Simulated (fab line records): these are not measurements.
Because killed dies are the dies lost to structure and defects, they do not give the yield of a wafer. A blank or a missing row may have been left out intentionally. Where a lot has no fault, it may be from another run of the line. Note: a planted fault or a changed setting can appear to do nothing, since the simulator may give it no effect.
Problem report, 8D (eight disciplines) form, completed by code	flow n5-finfet	the parts of the form that need people (team, actions taken, sign-off) are left out

== 1. THE ISSUE ==
Wafers without a fault read 14 with a standard deviation of 6, while killed_at_M4_up at N5_PASSIVATION_PROBE_49 averages 1048 across 2 wafers of 1 lot. So: +99 or more standard deviations from the usual mean.
Seen first at day 14 20:13 on prober-01, wafer L271.2. At this step, 4 wafers from 2 lots have a number in the record. By rule, "out" or "out of limits" means more than 4 standard deviations away from the usual mean. The other wafers with a number count as sound.

== 2. WHAT IT IS AND WHAT IT IS NOT ==
question	is	is not
which readings at this step	killed_at_M4_up, defect-limited-yield, killed-dies, killed-on-rim, sort_bin_5_function, sort-n-pass, sort-yield-pct	killed-at-contacts, killed-at-other, killed-short, sort_bin_4_leakage, sort_bin_8_speed
which lots	L271	L278
which wafers of those lots	L271.2, L271.5	L271.3
read on which tools	prober-01	-
when	from day 14 20:13	up to then (0 sound wafers); but 2 sound wafers of L271, L278 came after

== 3. SUSPECTS, AND WHAT RULES EACH OUT ==
Counting: a tool at a process step up to the reading stays a suspect if it ran every lot that is out. Sound lots after the first of them don't rule it out here, since some wafers of a struck lot are sound.
- rie-diel-06 at N5_BEOL_M10_VIA_ETCH_34 (etches SiCOH lowk in C4F6/O2, target depth 184.5 nm, time 69.2 s): kept. It ran the lot that is out, L271 (day 12 17:19).
- pvd-sputter-02 at N5_MIM_BOT_DEGAS_01 (time 60 s): kept. It ran the lot that is out, L271 (day 14 08:26).
- rie-diel-03 at N5_PASSIVATION_VIA_ETCH_13 (etches SiO2 in CHF3/O2, target depth 660 nm, time 330 s): kept. It ran the lot that is out, L271 (day 14 13:28).
- prober-01 at N5_PASSIVATION_PROBE_49: kept. It ran the lot that is out, L271 (day 14 20:13). Out on those wafers are its own readings of defect-limited-yield, killed_at_M4_up, killed-dies, killed-on-rim, sort_bin_5_function, sort-n-pass, sort-yield-pct.
- Within rie-diel-06 at N5_BEOL_M10_VIA_ETCH_34: the wafers that are out ran in chambers 1, 2; their sound lot-mates ran in chamber 3.
Left after counting: rie-diel-06 at N5_BEOL_M10_VIA_ETCH_34, pvd-sputter-02 at N5_MIM_BOT_DEGAS_01, rie-diel-03 at N5_PASSIVATION_VIA_ETCH_13, prober-01 at N5_PASSIVATION_PROBE_49.

== 4. THE CAUSE (what the simulator had put in) ==
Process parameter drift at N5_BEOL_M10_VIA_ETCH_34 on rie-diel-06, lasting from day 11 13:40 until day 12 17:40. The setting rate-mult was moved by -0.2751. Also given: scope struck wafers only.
Counting leaves 4 suspects; this tool is one of them.

== 5. THE EFFECT CHAIN, in route order ==
Each row: a reading where the mean over the struck wafers with a number is more than 3 standard deviations away from the usual. Readings are gone through only where the record gives a usual standard deviation; hours: the median, over the lots, of the time from a lot's start at the first step in this table giving one to that lot's start at this step; sigmas: the change measured in usual standard deviations.
hours	step	reading	usual	on struck wafers	change	sigmas
0	N5_PASSIVATION_PROBE_49	defect-limited-yield	91.4 %	0.1	-91.2	-61
0	N5_PASSIVATION_PROBE_49	killed_at_M4_up	14	1048	+1034	+99 or more
0	N5_PASSIVATION_PROBE_49	killed-dies	102	1178	+1076	+60
0	N5_PASSIVATION_PROBE_49	killed-on-rim	13	152	+139	+40
0	N5_PASSIVATION_PROBE_49	sort_bin_5_function	5.0 %	95.0	+90.0	+93
0	N5_PASSIVATION_PROBE_49	sort-n-pass	1078	2	-1076	-57
0	N5_PASSIVATION_PROBE_49	sort-yield-pct	91.3 %	0.1	-91.1	-57
Its process steps:
- N5_PASSIVATION_PROBE_49

== 6. WHAT WOULD HAVE CAUGHT IT SOONER ==
In this record the first reading out of limits was taken at day 14 20:13, 79 hours after the fault began at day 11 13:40.
Tool readings at N5_BEOL_M10_VIA_ETCH_34 with a usual standard deviation given in the record: none out on any struck wafer, hence no alarm at a limit of 4 standard deviations on them.
All the lots that are out (1) had begun N5_BEOL_M10_VIA_ETCH_34 on rie-diel-06 by day 14 20:13. None of them would have been spared by holding the tool at that moment.
